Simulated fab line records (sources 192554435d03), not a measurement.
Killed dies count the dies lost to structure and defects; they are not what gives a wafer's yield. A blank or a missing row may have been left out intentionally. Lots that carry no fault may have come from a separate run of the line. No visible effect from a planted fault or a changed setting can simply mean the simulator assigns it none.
fab line records | flow n5-finfet
[record] lots = 9 | wafers = 27 | last-day = 17
route steps=1938 shown FIN_CUT@164 STI_FIN_REVEAL@187 BEOL_M4@1111
lots that met no fault: from a run of the same line without faults
start-h: start of the lot's first displayed wafer, in hours after the record's first day | wait-h: how many hours have passed since the lot's step before this one | " same as the row above | L1.1+2: several wafers, shown together as one row | - either no value or no given start | * or withheld: withheld | < > ~ a bound
route shown NAME@n: NAME is a module with steps in the file, n the number in the route of the first one | usual: average and standard deviation across the fault-free wafers | same: alike in all rows | chamber/n: place in a boat | sites: readings site by site | _std_site: the standard deviation of these | _edge_site: the outer-site mean with the inner-site mean subtracted | radius-mm: how far each site lies from the wafer's centre | mask NAME#n: copy n | behind: tool/chamber where the wafer was last shaped | hold: why the lot was held/for how many hours/how that ended | device: whichever transistor did not switch (one of n, p or np) | end of line: the route-end tests of the same wafers | a step without rows: its recipe alone | killed: dies that structure and defects cost at the first sort, which is not the same as the wafer's yield | map: dies across one wafer; x = killed, . = not, _ = none there
set.NAME: the setting that was run; set.NAME@STEP: the one run at that earlier step | model.NAME: the simulator's own value behind a step, which no gauge read
one table for each step of the route and one row for each wafer, over a sample of lots
services: when a tool's chamber went out of use (start-h, in hours from the record's first day, below 0 if earlier), for how many hours, and the reason
[[steps]]
[step N5_FIN_CUT_OVL_MEAS_09]
[recipe] points-per-wafer = 522
[usual] FIN_CUT_OVL = 0.0/0.75
lot.wafer | tool       | chamber | start-h | wait-h | FIN_CUT_OVL[nm]
L706.2    | overlay-01 | 0       | 45.70   | 0.0    | 1.2
L706.5    | "          | 0       | "       | "      | 0.8
L706.6    | "          | 0       | "       | "      | -0.1
L707.1    | overlay-01 | 0       | 53.70   | 0.0    | 0.4
L707.3    | "          | 0       | "       | "      | 0.0
L707.5    | "          | 0       | "       | "      | -0.3
L708.1    | overlay-02 | 0       | 57.70   | 0.0    | 0.6
L708.2    | "          | 0       | "       | "      | -0.4
L708.4    | "          | 0       | "       | "      | -0.9
L712.1    | overlay-02 | 0       | 81.62   | 0.0    | 0.0
L712.5    | "          | 0       | "       | "      | 0.7
L712.6    | "          | 0       | "       | "      | 1.1
L716.3    | overlay-01 | 0       | 106.53  | 0.0    | 0.3
L716.4    | "          | 0       | "       | "      | 0.8
L716.6    | "          | 0       | "       | "      | 0.8
L717.2    | overlay-02 | 0       | 111.98  | 0.0    | 2.3
L717.3    | "          | 0       | "       | "      | 0.1
L717.5    | "          | 0       | "       | "      | 0.2
L723.1    | overlay-02 | 0       | 146.80  | 0.0    | -0.8
L723.4    | "          | 0       | "       | "      | 0.2
L723.6    | "          | 0       | "       | "      | 0.4
L724.1    | overlay-02 | 0       | 153.61  | 0.0    | 0.4
L724.3    | "          | 0       | "       | "      | -0.2
L724.4    | "          | 0       | "       | "      | 0.6
L725.2    | overlay-01 | 0       | 158.67  | 0.0    | 0.0
L725.3    | "          | 0       | "       | "      | 0.4
L725.4    | "          | 0       | "       | "      | -1.2
[step N5_FIN_CUT_CUT_ETCH_27]
[recipe] chemistry = CHF3/O2 | target = SiO2 | target-depth-a = 40 | mask-material = SOC | overetch-a = 20 | time-s = 4.9 | pressure-mtorr = 30 | source-w = 650 | bias-w = 170 | Ar_flow_sccm = 200 | CHF3_flow_sccm = 50 | O2_flow_sccm = 5 | ion-energy-ev = 200
[usual] drypump-motor-current-A = 5.9/0.58 | oes-product-au = 0.60/0.061 | rf-fwd-power-W = 644/3.4 | rf-vpp-V = 520/10 | showerhead-plenum-p-Torr = 2.39/0.079 | throttle-valve-pct = 18.88/0.2
lot.wafer | tool        | chamber | start-h | wait-h | drypump-motor-current-A | oes-product-au | rf-fwd-power-W | rf-hours-counter-h | rf-vpp-V | showerhead-plenum-p-Torr | throttle-valve-pct
L706.2    | rie-diel-05 | 0       | 46.27   | 0.0    | 5.4                     | 0.58           | 641            | 170                | 522      | 2.49                     | 18.68
L706.5    | "           | 2       | "       | "      | 6.5                     | 0.54           | 647            | -                  | 511      | 2.38                     | 19.14
L706.6    | "           | 1       | "       | "      | 5.6                     | 0.64           | 644            | -                  | 507      | 2.34                     | 18.63
L707.1    | rie-diel-02 | 1       | 54.27   | 0.0    | 6.2                     | 0.56           | 650            | 219                | 526      | 2.40                     | 19.16
L707.3    | "           | 3       | "       | "      | 6.5                     | 0.64           | 641            | 113                | 520      | 2.42                     | 18.88
L707.5    | "           | 3       | "       | "      | 6.5                     | 0.64           | 640            | -                  | 520      | 2.42                     | 18.87
L708.1    | rie-diel-02 | 3       | 58.27   | 0.0    | 6.5                     | 0.63           | 644            | 114                | 521      | 2.42                     | 18.88
L708.2    | "           | 0       | "       | "      | 5.0                     | 0.55           | 646            | 214                | 515      | 2.27                     | 18.80
L708.4    | "           | 1       | "       | "      | 6.2                     | 0.56           | 646            | 221                | 525      | 2.40                     | 19.17
L712.1    | rie-diel-02 | 2       | 82.20   | 0.0    | 6.7                     | 0.69           | 641            | 39                 | 516      | 2.45                     | 19.05
L712.5    | "           | 1       | "       | "      | 6.2                     | 0.56           | 646            | -                  | 527      | 2.40                     | 19.16
L712.6    | "           | 0       | "       | "      | 5.0                     | 0.56           | 646            | -                  | 515      | 2.27                     | 18.81
L716.3    | rie-diel-04 | 0       | 107.10  | 0.0    | 5.4                     | 0.54           | 644            | 224                | 550      | 2.47                     | 19.22
L716.4    | "           | 2       | "       | "      | 5.7                     | 0.56           | 638            | 213                | 527      | 2.50                     | 18.87
L716.6    | "           | 3       | "       | "      | 5.5                     | 0.55           | 644            | -                  | 500      | 2.28                     | 18.73
L717.2    | rie-diel-05 | 2       | 112.55  | 0.0    | 6.5                     | 0.75           | 647            | 12                 | 511      | 2.38                     | 18.74
L717.3    | "           | 1       | "       | "      | 5.6                     | 0.61           | 646            | 117                | 508      | 2.33                     | 18.65
L717.5    | "           | 0       | "       | "      | 5.5                     | 0.57           | 642            | -                  | 521      | 2.48                     | 18.73
L723.1    | rie-diel-02 | 1       | 147.38  | 0.0    | 6.2                     | 0.55           | 645            | 246                | 527      | 2.39                     | 19.19
L723.4    | "           | 2       | "       | "      | 6.7                     | 0.67           | 636            | 57                 | 514      | 2.44                     | 19.09
L723.6    | "           | 2       | "       | "      | 6.7                     | 0.67           | 639            | -                  | 515      | 2.44                     | 19.08
L724.1    | rie-diel-05 | 1       | 154.18  | 0.0    | 5.6                     | 0.61           | 646            | 130                | 508      | 2.33                     | 18.68
L724.3    | "           | 3       | "       | "      | 6.3                     | 0.65           | 637            | 89                 | 526      | 2.32                     | 18.63
L724.4    | "           | 3       | "       | "      | 6.3                     | 0.64           | 639            | -                  | 528      | 2.32                     | 18.64
L725.2    | rie-diel-05 | 3       | 159.24  | 0.0    | 6.3                     | 0.64           | 640            | 91                 | 526      | 2.32                     | 18.65
L725.3    | "           | 1       | "       | "      | 5.6                     | 0.62           | 646            | 132                | 508      | 2.33                     | 18.68
L725.4    | "           | 1       | "       | "      | 5.6                     | 0.61           | 641            | -                  | 509      | 2.33                     | 18.66
[step N5_STI_FIN_REVEAL_CMP_04]
[recipe] stop-on = Si3N4 | t-overpolish-s = 4 | down-force-psi = 2 | platen-rpm = 54.18 | post-cmp-clean = alkaline-brush | pad-velocity-m-s = 1.078 | target-thk-nm = 131.83
[usual] motor-current-A = 7.8/0.75 | overpolish-run-s = 4.000/0.0093 | retaining-ring-pressure-frac = 1.000/0.0053 | time-to-endpoint-s = 101/5.1
lot.wafer | tool   | chamber | start-h | wait-h | motor-current-A | overpolish-run-s | retaining-ring-pressure-frac | time-to-endpoint-s
L706.2    | cmp-02 | 0       | 54.05   | 0.1    | 7.2             | 3.991            | 1.012                        | 97
L706.6    | "      | 2       | "       | "      | 8.4             | 3.998            | 1.001                        | 98
L706.5    | "      | 3       | "       | "      | 6.6             | 3.999            | 1.007                        | 101
L707.1    | cmp-03 | 3       | 60.23   | 0.1    | 7.4             | 4.014            | 1.004                        | 105
L707.3    | "      | 0       | "       | "      | 7.3             | 4.011            | 0.999                        | 102
L707.5    | "      | 3       | "       | "      | 7.8             | 4.006            | 1.005                        | 103
L708.1    | cmp-02 | 1       | 63.83   | 0.0    | 8.6             | 4.006            | 0.999                        | 98
L708.4    | "      | 3       | "       | "      | 6.8             | 3.992            | 1.004                        | 104
L708.2    | "      | 0       | "       | "      | 6.8             | 3.984            | 1.005                        | 101
L712.1    | cmp-01 | 2       | 87.94   | 0.1    | 7.0             | 3.985            | 0.985                        | 98
L712.5    | "      | 0       | "       | "      | 8.2             | 4.018            | 1.000                        | 103
L712.6    | "      | 1       | "       | "      | 9.6             | 3.999            | 0.988                        | 95
L716.4    | cmp-01 | 3       | 112.74  | 0.1    | 8.2             | 4.001            | 1.000                        | 106
L716.3    | "      | 0       | "       | "      | 8.4             | 4.008            | 1.003                        | 225
L716.6    | "      | 2       | "       | "      | 7.1             | 3.994            | 0.993                        | 213
L717.2    | cmp-03 | 1       | 118.19  | 0.1    | 8.3             | 4.003            | 1.005                        | 103
L717.3    | "      | 2       | "       | "      | 8.6             | 3.999            | 1.003                        | 106
L717.5    | "      | 3       | "       | "      | 8.1             | 4.014            | 0.998                        | 106
L723.4    | cmp-02 | 1       | 154.39  | 0.0    | 8.1             | 4.005            | 1.000                        | 95
L723.1    | "      | 0       | "       | "      | 7.3             | 4.009            | 0.994                        | 98
L723.6    | "      | 2       | "       | "      | 8.1             | 3.995            | 1.009                        | 98
L724.4    | cmp-03 | 3       | 159.93  | 0.2    | 7.6             | 4.007            | 1.005                        | 100
L724.3    | "      | 0       | "       | "      | 7.9             | 3.991            | 1.001                        | 101
L724.1    | "      | 1       | "       | "      | 8.3             | 3.984            | 1.008                        | 98
L725.4    | cmp-02 | 0       | 164.98  | 0.1    | 6.9             | 4.013            | 0.997                        | 101
L725.2    | "      | 1       | "       | "      | 8.3             | 4.012            | 0.995                        | 97
L725.3    | "      | 2       | "       | "      | 7.9             | 3.999            | 0.995                        | 99
[step N5_STI_FIN_REVEAL_ETCH_34]
[recipe] chemistry = H2 | mode = isotropic | material = Si | target = Si | target-depth-a = 9.7 | temp-c = 20 | pressure-mtorr = 4.5 | icp-w = 300 | bias-w = 0 | h2-flow-sccm = 7.5 | he-flow-sccm = 142.5
[usual] drypump-motor-current-A = 5.6/0.61 | oes-product-au = 1.003/0.017 | rf-fwd-power-W = 297.0/1.4 | throttle-valve-pct = 25.8/0.31
lot.wafer | tool      | chamber | start-h | wait-h | drypump-motor-current-A | oes-product-au | rf-fwd-power-W | rf-hours-counter-h | throttle-valve-pct
L706.2    | rie-si-04 | 1       | 56.89   | 0.1    | 5.4                     | 1.030          | 298.4          | 182                | 25.4
L706.5    | "         | 0       | "       | "      | 6.5                     | 0.980          | 298.9          | -                  | 25.5
L706.6    | "         | 3       | "       | "      | 4.8                     | 0.990          | 297.9          | -                  | 26.1
L707.1    | rie-si-04 | 1       | 63.21   | 0.2    | 5.4                     | 1.033          | 298.0          | 182                | 25.4
L707.3    | "         | 0       | "       | "      | 6.5                     | 0.977          | 297.9          | 2                  | 25.5
L707.5    | "         | 0       | "       | "      | 6.5                     | 0.974          | 300.6          | -                  | 25.6
L708.1    | rie-si-04 | 3       | 66.76   | 0.2    | 4.9                     | 1.009          | 296.7          | 26                 | 26.1
L708.2    | "         | 2       | "       | "      | 6.0                     | 0.994          | 297.1          | 7                  | 25.5
L708.4    | "         | 1       | "       | "      | 5.4                     | 1.028          | 296.5          | 182                | 25.4
L712.1    | rie-si-04 | 0       | 91.27   | 0.2    | 6.5                     | 0.974          | 296.8          | 2                  | 25.6
L712.5    | "         | 2       | "       | "      | 6.0                     | 0.996          | 296.9          | -                  | 25.5
L712.6    | "         | 1       | "       | "      | 5.4                     | 1.021          | 298.0          | -                  | 25.4
L716.3    | rie-si-05 | 3       | 115.68  | 0.1    | 5.6                     | 1.002          | 298.2          | 90                 | 26.0
L716.4    | "         | 0       | "       | "      | 4.9                     | 1.016          | 295.0          | 36                 | 25.7
L716.6    | "         | 2       | "       | "      | 6.2                     | 1.002          | 296.9          | -                  | 25.9
L717.2    | rie-si-05 | 2       | 121.28  | 0.1    | 6.2                     | 0.995          | 296.3          | 94                 | 25.9
L717.3    | "         | 1       | "       | "      | 4.9                     | 1.016          | 297.9          | 44                 | 26.5
L717.5    | "         | 3       | "       | "      | 5.6                     | 1.014          | 296.5          | -                  | 26.0
L723.1    | rie-si-05 | 2       | 157.76  | 0.2    | 6.3                     | 0.989          | 297.8          | 94                 | 25.9
L723.4    | "         | 1       | "       | "      | 4.9                     | 1.015          | 295.3          | 44                 | 26.5
L723.6    | "         | 3       | "       | "      | 5.6                     | 1.008          | 296.5          | -                  | 26.0
L724.1    | rie-si-02 | 2       | 163.03  | 0.2    | 6.4                     | 1.019          | 297.4          | 61                 | 25.7
L724.3    | "         | 1       | "       | "      | 5.1                     | 1.012          | 296.8          | 28                 | 25.8
L724.4    | "         | 0       | "       | "      | 4.9                     | 0.983          | 298.1          | 8                  | 26.3
L725.2    | rie-si-04 | 1       | 167.93  | 0.1    | 5.4                     | 1.020          | 298.4          | 184                | 25.4
L725.3    | "         | 3       | "       | "      | 4.9                     | 0.998          | 298.2          | 27                 | 26.1
L725.4    | "         | 0       | "       | "      | 6.5                     | 0.970          | 298.2          | 4                  | 25.6
[step N5_BEOL_M4_RC_MEAS_101]
[usual] DIBL_N = 36.0/1.7 | DIBL_P = 36.0/2 | IOFF_N = 0.156/0.028 | IOFF_P = 0.21/0.04 | ION_N = 673/12 | ION_P = 463/8.3 | SS_N = 71.4/0.6 | SS_P = 73.3/0.66 | VT_N = 250/3 | VT_P = -250/3.8
lot.wafer | tool      | chamber | start-h | wait-h | DIBL_N[mV/V] | DIBL_P[mV/V] | IOFF_N[nA/um] | IOFF_P[nA/um] | ION_N[uA/um] | ION_P[uA/um] | SS_N[mV/dec] | SS_P[mV/dec] | VT_N[mV] | VT_P[mV]
L706.2    | prober-02 | 0       | 179.55  | 0.5    | 36.9         | 36.3         | 0.167         | 0.18          | 677          | 461          | 71.3         | 73.6         | 250      | -254
L706.5    | "         | 0       | "       | "      | 36.9         | 35.9         | 0.153         | 0.18          | 660          | 448          | 71.9         | 73.7         | 255      | -255
L706.6    | "         | 0       | "       | "      | 34.7         | 34.3         | 0.123         | 0.16          | 672          | 457          | 70.7         | 72.6         | 254      | -254
L707.1    | prober-01 | 0       | 181.50  | 0.0    | 36.4         | 39.0         | 0.167         | 0.26          | 684          | 469          | 72.0         | 73.6         | 249      | -245
L707.3    | "         | 0       | "       | "      | 35.6         | 36.4         | 0.153         | 0.22          | 667          | 466          | 71.8         | 72.4         | 253      | -247
L707.5    | "         | 0       | "       | "      | 35.0         | 36.8         | 0.141         | 0.21          | 660          | 462          | 70.9         | 73.0         | 251      | -249
L708.1    | prober-01 | 0       | 190.45  | 0.0    | 34.8         | 33.7         | 0.118         | 0.18          | 652          | 454          | 71.3         | 73.1         | 255      | -252
L708.2    | "         | 0       | "       | "      | 37.8         | 38.1         | 0.169         | 0.24          | 669          | 465          | 72.4         | 73.7         | 250      | -246
L708.4    | "         | 0       | "       | "      | 35.3         | 34.2         | 0.136         | 0.18          | 672          | 463          | 71.1         | 72.9         | 250      | -252
L712.1    | prober-02 | 0       | 216.26  | 0.0    | 37.0         | 36.3         | 0.172         | 0.20          | 684          | 466          | 72.0         | 73.8         | 248      | -253
L712.5    | "         | 0       | "       | "      | 36.4         | 35.2         | 0.160         | 0.18          | 684          | 468          | 71.0         | 73.5         | 248      | -253
L712.6    | "         | 0       | "       | "      | 36.6         | 36.0         | 0.163         | 0.19          | 682          | 461          | 71.5         | 73.7         | 251      | -253
L716.3    | prober-01 | 0       | 243.23  | 0.3    | 36.4         | 37.6         | 0.171         | 0.28          | 694          | 480          | 71.3         | 73.8         | 248      | -240
L716.4    | "         | 0       | "       | "      | 34.0         | 35.2         | 0.133         | 0.25          | 680          | 485          | 70.9         | 73.3         | 249      | -243
L716.6    | "         | 0       | "       | "      | 35.7         | 37.5         | 0.155         | 0.28          | 688          | 480          | 71.4         | 74.7         | 248      | -244
L717.2    | prober-01 | 0       | 245.12  | 0.2    | 35.5         | 34.7         | 0.141         | 0.20          | 656          | 460          | 70.8         | 73.3         | 254      | -251
L717.3    | "         | 0       | "       | "      | 37.3         | 36.9         | 0.182         | 0.23          | 684          | 472          | 71.4         | 72.7         | 249      | -248
L717.5    | "         | 0       | "       | "      | 37.1         | 37.1         | 0.174         | 0.24          | 688          | 467          | 71.6         | 73.9         | 249      | -248
L724.1    | prober-02 | 0       | 296.62  | 0.0    | 34.3         | 34.3         | 0.137         | 0.20          | 671          | 463          | 71.6         | 73.4         | 252      | -247
L724.3    | "         | 0       | "       | "      | 34.2         | 33.8         | 0.136         | 0.19          | 672          | 468          | 70.3         | 72.6         | 250      | -249
L724.4    | "         | 0       | "       | "      | 34.4         | 34.6         | 0.143         | 0.21          | 675          | 472          | 70.9         | 73.2         | 249      | -245
L725.2    | prober-01 | 0       | 298.67  | 0.2    | 35.1         | 35.2         | 0.132         | 0.16          | 676          | 463          | 70.9         | 72.4         | 251      | -254
L725.3    | "         | 0       | "       | "      | 36.1         | 36.0         | 0.156         | 0.18          | 674          | 461          | 71.5         | 73.2         | 250      | -256
L725.4    | "         | 0       | "       | "      | 35.9         | 36.8         | 0.150         | 0.19          | 680          | 462          | 71.0         | 72.9         | 251      | -253
L723.1    | prober-01 | 0       | 300.79  | 0.0    | 38.1         | 38.5         | 0.208         | 0.24          | 692          | 468          | 71.7         | 73.9         | 247      | -249
L723.4    | "         | 0       | "       | "      | 37.2         | 36.4         | 0.179         | 0.20          | 673          | 455          | 71.9         | 73.5         | 249      | -254
L723.6    | "         | 0       | "       | "      | 38.8         | 38.3         | 0.202         | 0.25          | 686          | 466          | 72.1         | 74.6         | 246      | -250
[[services]]
tool        | chamber | start-h | hours | kind
rie-diel-02 | 3       | 27.34   | 12.5  | repair
rie-si-04   | 2       | 31.88   | 14.7  | repair
cmp-02      | -       | 44.27   | 0.7   | repair
cmp-01      | -       | 44.32   | 4.0   | pm
rie-diel-05 | 2       | 46.82   | -     | clean
rie-diel-05 | 2       | 46.82   | -     | consumable-replace:focus-ring
rie-diel-05 | 2       | 46.82   | 21.5  | scheduled-down
rie-diel-05 | 2       | 46.82   | 21.5  | vent-cycle
rie-diel-05 | 1       | 55.66   | 1.7   | repair
rie-diel-05 | -       | 77.98   | 2.8   | pm
rie-diel-02 | 2       | 84.27   | 3.8   | repair
rie-si-05   | 1       | 85.21   | 22.8  | repair
cmp-02      | -       | 86.96   | 1.6   | repair
cmp-03      | -       | 92.40   | 3.5   | pm
cmp-02      | -       | 102.67  | 6.4   | pm
cmp-01      | -       | 118.04  | 1.8   | repair
cmp-03      | -       | 127.85  | 4.0   | pm
rie-si-05   | 2       | 131.94  | 12.4  | repair
cmp-03      | -       | 141.38  | 0.2   | repair
rie-diel-04 | 1       | 142.41  | 4.1   | repair
cmp-02      | -       | 145.88  | 3.5   | pm
rie-diel-05 | 0       | 149.93  | 9.9   | repair
rie-diel-02 | 1       | 158.69  | -     | clean
rie-diel-02 | 1       | 158.69  | -     | consumable-replace:focus-ring
[[key]]
[first-sign] step = N5_STI_FIN_REVEAL_CMP_04 | reading = time-to-endpoint-s | direction = up | sigmas = 23 | usual = * | struck = *
effect none on later readings
met-at N5_STI_FIN_REVEAL_CMP_04
struck-lots L716
struck-wafers L716.3,L716.6
not-acting-at N5_FIN_CUT_OVL_MEAS_09,N5_FIN_CUT_CUT_ETCH_27,N5_STI_FIN_REVEAL_ETCH_34
onset-between 87.94 112.74
[fault] kind = process-parameter-drift | tool = cmp-01 | chamber = - | onset-h = 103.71 | steps = N5_STI_FIN_REVEAL_CMP_04 | channel = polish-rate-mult | offset = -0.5 | shape = step | end-h = 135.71 | scope = struck-wafers-only
